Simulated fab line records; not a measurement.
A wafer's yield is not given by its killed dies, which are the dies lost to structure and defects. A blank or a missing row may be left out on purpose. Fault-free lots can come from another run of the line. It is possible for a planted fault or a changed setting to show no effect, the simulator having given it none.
Matching of chambers    flow n5-finfet    N5_ILD0_LINER_00 on ald-sin-01 has 4 sister chambers
The step material SiNx, target thk 4 nm, pulse time 1 s, purge time 2 s. 4 wafers are shown with their chamber, then 8 later ones without.

WAFERS, EACH WITH ITS CHAMBER
wafer   chamber  heater-power-w (W)
L091.1  2        803
L091.2  3        874
L091.6  1        929
L092.1  0        1153

WAFERS WITHOUT THEIR CHAMBER
wafer   heater-power-w (W)
L092.2  916
L092.6  1142
L093.1  1130
L093.4  915
L093.6  885
L095.2  871
L095.5  883
L095.6  1132

THE CHAMBER EACH PASSED THROUGH
wafer   from the rows above      in truth
L092.2  1                        1
L092.6  0                        0
L093.1  0                        0
L093.4  can't be placed: 1 or 3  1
L093.6  3                        3
L095.2  3                        3
L095.5  3                        3
L095.6  0                        0
Placed correctly: 7 of 8. These rows do not allow placing 1 (true chamber among the candidates in 1). 0 placed wrongly.
How it was worked out, from the rows above alone: a wafer's distance from a chamber is the root of the sum, over the readings, of the square of ((its reading less the chamber's mean) divided by the reading's scatter). If the next closest chamber is less than 2 further off than the closest, the wafer can't be placed; otherwise it belongs to the closest. A chamber's mean is the mean of its shown wafers. The scatter: with one shown wafer a chamber, the root of the mean of the squares of how far each hidden wafer lies from its nearest shown one.
